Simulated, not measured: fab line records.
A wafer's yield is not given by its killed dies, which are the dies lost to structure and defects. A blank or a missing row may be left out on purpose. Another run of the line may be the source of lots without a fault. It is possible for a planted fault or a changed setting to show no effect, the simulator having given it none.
A struck lot beside a sound one    flow n5Finfet    22 steps out of a route of 1938
Sound: these wafers, L256.1, L256.2, L256.5. Struck: wafers L244.1, L244.3, L244.5. The cause comes at the end.
For every step that has rows: the tool of each side, followed by ch and its chambers, followed by its first start. Under that, the readings that differ: sound wafers    struck wafers    difference of the means    sigmas: that difference in standard deviations of wafers without a fault.
alike: same words and numbers on both sides, and readings whose means sit less than 2 such deviations apart. not compared: any withheld reading, any reading some wafer has no value for, any bound like >300 that may hide the same value, and any number with overlapping values for which the record gives no deviation.
Wherever a step has rows on one side only, a row that says differs or no value, or a row with sigmas, the two part there. When numbers do not overlap yet have no deviation, they are printed without sigmas and do not part them. A reading that every wafer of one side lacks parts them only if that side has two wafers or more.

first, 9 steps without rows for these wafers: N5_GATE_CUT_COAT_27 (time 60 s, resist thk 10 nm); N5_GATE_CUT_COAT_07 (resist thk 30 nm); N5_GATE_CUT_EBR_09; N5_GATE_CUT_SOFTBAKE_08 (time 60 s); N5_GATE_CUT_EXPOSE_10 (exposes mask GATE CUT, target cd 20 nm); N5_GATE_CUT_PEB_11 (peb time 60 s); N5_GATE_CUT_DEVELOP_12 (develop time 30 s); N5_GATE_CUT_DESCUM_18 (chemistry O2, time 7 s); N5_GATE_CUT_ETCH_28 (etches underlayer in N2/H2, target depth 13 nm, time 10.4 s).
N5_GATE_CUT_ETCH_36: etches SiARC in CF4, target depth 13 nm, time 21.7 s.
  sound on rieDiel-03 ch 0,3, day 8 20:37; struck on rieDiel-03 ch 1,2, day 5 23:39
  no value came back on the struck wafers for any of 8 readings (biasW (W), cf4FlowSccm (sccm) and others); on the sound wafers biasW (W) reads 35.93 35.96 35.85
reading                                       sound    struck          difference  sigmas
model.CAR-EUV_of_GATE_CUT_COAT_07.thkNm (nm)  7 7 6.8  14.6 14.8 14.6  +7.7        
  not compared: rfHoursCounterH
N5_GATE_CUT_ETCH_37: etches SOC in N2/H2, target depth 60 nm, overetch 12 nm, time 90 s.
  sound on rieDiel-03 ch 0,3, day 8 20:39; struck on rieDiel-03 ch 1,2, day 5 23:40
reading              sound           struck          difference  sigmas
oesProductAu (a.u.)  0.67 0.67 0.66  0.29 0.27 0.26  -0.39       -6
  alike: biasW, chamberPressureMTorr, drypumpMotorCurrentA, rfVppV, showerheadPlenumPTorr, throttleValvePct
  not compared: rfHoursCounterH
then, 2 steps without rows for these wafers: N5_GATE_CUT_STRIP_38 (strips in N2/H2); N5_GATE_CUT_STRIP_39 (strips in N2/H2).
N5_GATE_CUT_HM_OPEN_40: chemistry C4F6/O2, target SiO2, target depth 139 nm, time 85.1 s.
  sound on rieDiel-03 ch 0,3, day 8 20:44; struck on rieDiel-03 ch 1,2, day 5 23:46
reading              sound           struck             difference  sigmas
etchRfOnTimeS (s)    93.4 91.2 94.2  212.7 212.7 212.8  +119.8      +67
oesProductAu (a.u.)  0.66 0.68 0.66  0.28 0.27 0.26     -0.40       -5
  alike: drypumpMotorCurrentA, rfVppV, showerheadPlenumPTorr, throttleValvePct
  not compared: rfHoursCounterH
then, 2 steps without rows for these wafers: N5_GATE_CUT_STRIP_41 (strips in CF4); N5_GATE_CUT_STRIP_42 (strips in O2).
N5_GATE_CUT_ETCH_19: etches SiNx in CH3F/O2, target depth 53.7 nm, time 76.7 s.
  sound on rieDiel-03 ch 0,3, day 8 20:51; struck on rieDiel-03 ch 1,2, day 5 23:53
reading              sound           struck             difference  sigmas
etchRfOnTimeS (s)    78.6 77.0 77.7  191.7 191.8 191.8  +114.0      +99 or more
oesProductAu (a.u.)  0.63 0.62 0.62  0.28 0.27 0.27     -0.35       -5
  alike: CH3F_flow_sccm, O2_flow_sccm, drypumpMotorCurrentA, rfVppV, showerheadPlenumPTorr, throttleValvePct
  not compared: rfHoursCounterH
N5_GATE_CUT_CUT_ETCH_53: etches W in SF6/Cl2, target depth 79.2 nm.
  sound on rieMetal-03 ch 0,1, day 8 20:58; struck on rieMetal-01 ch 0, day 6 00:01
reading               sound              struck             difference  sigmas
etchRfOnTimeS (s)     26.3 25.4 25.5     34.3 34.3 34.3     +8.6        +15
oesProductAu (a.u.)   0.75 0.81 0.81     0.23 0.24 0.24     -0.55       -6
throttleValvePct (%)  29.00 28.61 28.60  27.63 27.62 27.63  -1.11       -4
  alike: SF6_flow_sccm, biasW, drypumpMotorCurrentA
  not compared: rfHoursCounterH
N5_GATE_CUT_CUT_ETCH_54: etches TiN in Cl2/BCl3, target depth 96.7 nm.
  sound on rieMetal-03 ch 0,1, day 8 21:01; struck on rieMetal-01 ch 0, day 6 00:05
reading               sound              struck             difference  sigmas
etchRfOnTimeS (s)     36.5 35.5 35.4     47.9 47.9 47.9     +12.1       +14
oesProductAu (a.u.)   0.75 0.81 0.80     0.24 0.24 0.23     -0.55       -6
throttleValvePct (%)  22.34 21.99 21.99  22.91 22.91 22.92  +0.81       +4
  alike: bcl3FlowSccm, biasW, drypumpMotorCurrentA
  not compared: rfHoursCounterH
N5_GATE_CUT_CUT_ETCH_55: etches HfO2 in BCl3, target depth 3.2 nm.
  sound on rieMetal-03 ch 0,1, day 8 21:05; struck on rieMetal-01 ch 0, day 6 00:08
reading              sound           struck          difference  sigmas
oesProductAu (a.u.)  0.85 0.88 0.89  0.23 0.24 0.24  -0.64       -5
  alike: bcl3FlowSccm, biasW, drypumpMotorCurrentA, throttleValvePct
  not compared: rfHoursCounterH
N5_BEOL_M4_RC_MEAS_101:
  the record has rows for the sound wafers here (prober-01 ch 0, day 12 22:38) and none for the struck ones
-- a jump in the record: the struck wafers' starts before and after are 9 days apart (it breaks off in module BEOL_M4 and resumes in module PASSIVATION, where the first step shown is number 1936 of the route) --
N5_PASSIVATION_PROBE_49:
  sound: prober-01 at day 17 03:40; struck: prober-01 at day 14 20:52
reading           sound        struck          difference  sigmas
killedAtFrontEnd  42 45 40     1099 1111 1105  +1063       +89
killedDies        115 129 107  1180 1180 1180  +1063       +66
killedOnRim       14 19 24     152 152 152     +133        +30
  alike: killed_at_M0_to_M3, killed_at_M4_up, killedAtContacts, killedAtOther, killedOpen, killedShort

## WHERE THEY PART
First at N5_GATE_CUT_ETCH_36; last, within this record, at N5_PASSIVATION_PROBE_49.

WHY: what had been put in by the simulator
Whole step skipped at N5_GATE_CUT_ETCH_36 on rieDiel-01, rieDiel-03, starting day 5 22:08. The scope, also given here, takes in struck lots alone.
